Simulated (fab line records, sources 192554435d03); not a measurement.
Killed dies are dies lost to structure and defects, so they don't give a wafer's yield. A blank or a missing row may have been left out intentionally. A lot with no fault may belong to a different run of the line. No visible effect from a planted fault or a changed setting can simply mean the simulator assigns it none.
Which of the tools did it?	flow n5_finfet	24 lots with 72 wafers sampled at 2 steps, on a route of 1938 steps

WHAT EACH GAUGE READ, for each wafer
N5_BEOL_M1_INSPECT_13: inspects for defects (brightfield).
lot	measured	on	raw_defect_count
L074	day 6 04:35	defect_inspect-01	274 257 280
L075	day 6 08:16	defect_inspect-01	462 340 534
L076	day 6 17:11	defect_inspect-02	256 296 320
L077	day 6 23:10	defect_inspect-02	278 372 346
L078	day 7 08:12	defect_inspect-02	283 312 314
L079	day 7 12:31	defect_inspect-01	542 382 533
L080	day 7 19:13	defect_inspect-02	451 360 426
L081	day 7 23:56	defect_inspect-01	462 354 427
L082	day 8 11:09	defect_inspect-01	341 487 362
L083	day 8 16:24	defect_inspect-02	440 422 468
L084	day 8 17:28	defect_inspect-01	474 424 532
L085	day 9 06:23	defect_inspect-02	399 344 386
L087	day 9 09:52	defect_inspect-02	426 421 429
L086	day 9 10:22	defect_inspect-01	340 322 335
L088	day 9 13:44	defect_inspect-02	488 406 454
L089	day 9 17:33	defect_inspect-01	316 390 595
L090	day 10 09:25	defect_inspect-02	411 401 453
L091	day 10 11:09	defect_inspect-02	359 374 330
L092	day 10 14:42	defect_inspect-01	385 412 427
L093	day 10 18:31	defect_inspect-02	372 373 381
L094	day 10 23:14	defect_inspect-02	343 273 336
L095	day 11 06:35	defect_inspect-01	422 295 377
L096	day 11 11:38	defect_inspect-02	262 358 508
L097	day 11 18:59	defect_inspect-02	420 498 437

N5_BEOL_M1_OVL_MEAS_29.
lot	measured	on	V0_OVL (nm)
L074	day 6 05:26	overlay-02	-1.6 -0.1 0.7
L075	day 6 09:13	overlay-02	-0.7 -0.7 0.1
L076	day 6 18:08	overlay-02	-0.1 -0.4 -0.8
L077	day 7 00:21	overlay-02	-0.2 -0.9 0.6
L078	day 7 09:01	overlay-01	-0.4 0.1 -0.4
L079	day 7 13:28	overlay-02	0.2 0.6 0.8
L080	day 7 20:04	overlay-02	-0.1 0.4 0.2
L081	day 8 01:22	overlay-01	0.9 0.8 1.0
L082	day 8 12:04	overlay-02	-0.7 -0.2 -0.5
L083	day 8 17:29	overlay-02	-1.2 -0.3 -0.8
L084	day 8 18:32	overlay-02	-0.3 -0.1 0.3
L085	day 9 07:14	overlay-01	0.9 0.3 0.8
L087	day 9 10:44	overlay-02	0.9 0.6 0.6
L086	day 9 11:20	overlay-01	-1.6 -0.8 -0.8
L088	day 9 14:45	overlay-01	0.4 0.9 0.1
L089	day 9 18:34	overlay-02	-0.4 -0.4 -1.8
L090	day 10 10:14	overlay-02	-0.1 -0.7 -0.9
L091	day 10 12:04	overlay-02	0.3 -1.0 -0.4
L092	day 10 16:07	overlay-02	0.4 -1.0 -0.4
L093	day 10 20:04	overlay-02	-0.5 0.3 -0.1
L094	day 11 00:22	overlay-01	0.1 -0.7 0.2
L095	day 11 07:27	overlay-02	-0.4 0.1 -0.4
L096	day 11 12:28	overlay-01	0.6 -0.6 0.1
L097	day 11 19:55	overlay-01	0.5 1.2 0.2

WHAT TOOL EACH LOT RAN ON (gives the tool, then ch and the chambers of the sampled wafers, and finally the start)
Record: no process step prior to these readings.

AS READ BY THE TOOLS THEMSELVES (means over the sampled wafers that have a number; for cases with no such wafer, the mark the record gives instead)
The record holds no such reading with a usual standard deviation.

THE ANSWER, worked out from the rows above alone
Rule: the usual values come from the lots themselves. Put in order of their means at a reading, lots are off if they are a third of the lots or fewer, leave a main group of 4 or more, and stand apart from it by a gap of 3 or more times the standard deviation of the main group's means; of several such gaps the widest counts. Not used: any main group whose means are identical at the precision the tables above print for the reading. Also off: a lot with no number at a reading for which 4 or more lots have one. All remaining lots with rows at the step are treated as sound. Order of review: gauges by route order, followed by the tools' own readings, for which a lot's mean as printed above is used. The first step at which some lot is off is used, and at that step the reading that is off furthest; a lot without a number counts as furthest.
Across all readings shown, no lot is off: no conclusion can be drawn from this.

WHAT THE SIMULATOR HAD INSERTED
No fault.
